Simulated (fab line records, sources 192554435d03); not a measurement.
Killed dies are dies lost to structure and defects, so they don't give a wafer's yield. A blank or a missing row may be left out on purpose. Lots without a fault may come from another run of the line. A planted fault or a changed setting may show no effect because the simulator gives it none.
A struck lot beside a sound one | flow n5_finfet | 19 steps out of a route of 1938
Sound: wafers L658.1, L658.2, L658.5. Struck: wafers L669.2, L669.5, L669.6. The cause comes at the end.
At each step with rows: each side's tool, then ch and its chambers, then its first start. Under that, the readings that differ: sound wafers | struck wafers | difference of the means | sigmas: that difference in standard deviations of wafers without a fault.
alike: readings whose means differ by less than 2 such deviations, and words and numbers that are the same on both sides. not compared: withheld readings, readings that some wafer has no value for, bounds like >300 that may hide the same value, and numbers for which the record gives no deviation and whose values overlap.
The two part at a step that has a row with sigmas, a row that says differs or no value, or rows on one side only. Numbers that don't overlap but have no deviation are shown without sigmas and don't part them. A reading that every wafer of one side lacks parts them only if that side has two wafers or more.

first, 7 steps without rows for these wafers: N5_BEOL_M9_COAT_60 (time 60 s, resist thk 30 nm); N5_BEOL_M9_COAT_05 (resist thk 90 nm); N5_BEOL_M9_EBR_07; N5_BEOL_M9_SOFTBAKE_06 (time 60 s); N5_BEOL_M9_EXPOSE_08 (exposes mask M9); N5_BEOL_M9_PEB_09 (peb time 60 s); N5_BEOL_M9_DEVELOP_10 (develop time 30 s).
N5_BEOL_M9_CD_MEAS_11: target cd 64.1 nm.
  sound on cd_sem-01 ch 0, day 10 12:23; struck on cd_sem-03 ch 0, day 13 04:59
  alike: cd_nm
N5_BEOL_M9_OVL_MEAS_12:
  sound on overlay-01 ch 0, day 10 12:25; struck on overlay-01 ch 0, day 13 05:01
  alike: M9_OVL
N5_BEOL_M9_INSPECT_13: inspects for defects (brightfield).
  sound on defect_inspect-01, day 10 12:26; struck on defect_inspect-02, day 13 05:02
  alike: raw_defect_count
N5_BEOL_M9_DESCUM_16: chemistry O2, time 7.9 s.
  sound on rie_diel-01 ch 0,2,3, day 10 12:28; struck on rie_diel-03 ch 1,2, day 13 05:04
  reading                     | sound       | struck      | difference | sigmas
  drypump_motor_current_A (A) | 5.4 5.5 5.4 | 6.7 6.2 6.8 | +1.1       | +2
  alike: oes_product_au, rf_vpp_V, showerhead_plenum_p_Torr, throttle_valve_pct
  not compared: rf_hours_counter_h
N5_BEOL_M9_ETCH_61: etches SiARC in CF4, target depth 39 nm, time 65 s.
  sound on rie_diel-01 ch 0,2,3, day 10 12:30; struck on rie_diel-03 ch 1,2, day 13 05:06
  reading                     | sound       | struck      | difference | sigmas
  drypump_motor_current_A (A) | 5.4 5.5 5.4 | 6.8 6.3 6.8 | +1.2       | +3
  alike: bias_w, cf4_flow_sccm, etch_rf_on_time_s, oes_product_au, rf_vpp_V, showerhead_plenum_p_Torr, throttle_valve_pct
  not compared: rf_hours_counter_h
N5_BEOL_M9_ETCH_62: etches SOC in N2/H2, target depth 110 nm, overetch 22 nm, time 165 s.
  sound on rie_diel-01 ch 0,2,3, day 10 12:33; struck on rie_diel-03 ch 1,2, day 13 05:09
  no value came back on the struck wafers for any of 7 readings (bias_w (W), chamber_pressure_mTorr (mTorr) and others); on the sound wafers bias_w (W) reads 149.2 150.2 150.1
  reading                                      | sound        | struck       | difference | sigmas
  model.CAR-ArF_of_BEOL_M9_COAT_05.thk_nm (nm) | 0 0 0        | 55 55.4 55.4 | +55        |
  model.SiARC_of_BEOL_M9_COAT_60.thk_nm (nm)   | 23.8 24 23.6 | 30 30 29.8   | +6         |
  not compared: rf_hours_counter_h
then, 1 step without rows for these wafers: N5_BEOL_M9_STRIP_68 (strips in N2/H2).
N5_BEOL_M9_STRIP_67: strips in CF4.
  sound on rie_diel-01 ch 0,2,3, day 10 12:42; struck on rie_diel-03 ch 1,2, day 13 05:18
  reading                     | sound       | struck      | difference | sigmas
  drypump_motor_current_A (A) | 5.4 5.5 5.4 | 6.7 6.2 6.8 | +1.1       | +2
  alike: oes_product_au, rf_vpp_V, showerhead_plenum_p_Torr, throttle_valve_pct
  not compared: rf_hours_counter_h
N5_BEOL_M9_HM_OPEN_17: chemistry Cl2/BCl3, target TiN, target depth 20 nm, overetch 6 nm.
  sound on rie_metal-02 ch 0,1, day 10 12:44; struck on rie_metal-01 ch 0,1, day 13 05:20
  reading                | sound             | struck            | difference | sigmas
  oes_product_au (a.u.)  | 0.52 0.79 0.79    | 0.24 0.26 0.24    | -0.45      | -4
  throttle_valve_pct (%) | 22.64 22.23 22.23 | 22.84 23.23 22.84 | +0.60      | +4
  alike: drypump_motor_current_A, he_backside_leak_sccm
  not compared: rf_hours_counter_h
N5_BEOL_M9_STRIP_19: strips in O2.
  sound on rie_diel-06 ch 0,1,2, day 10 12:51; struck on rie_diel-03 ch 0,1,2, day 13 05:27
  alike: drypump_motor_current_A, oes_product_au, rf_vpp_V, showerhead_plenum_p_Torr, throttle_valve_pct
  not compared: rf_hours_counter_h
N5_BEOL_M9_CD_MEAS_18: pitch 140 nm, target cd 70 nm.
  sound on cd_sem-02, day 10 12:55; struck on cd_sem-02, day 13 05:31
  reading    | sound          | struck | difference                    | sigmas
  cd_nm (nm) | 70.0 70.8 69.9 | - - -  | no value on the struck wafers |
then, 1 step without rows for these wafers: N5_BEOL_M9_COAT_63 (time 60 s, resist thk 60 nm).

WHERE THEY PART
First at N5_BEOL_M9_DESCUM_16; last, within this record, at N5_BEOL_M9_CD_MEAS_18.

WHY: what the simulator had put in
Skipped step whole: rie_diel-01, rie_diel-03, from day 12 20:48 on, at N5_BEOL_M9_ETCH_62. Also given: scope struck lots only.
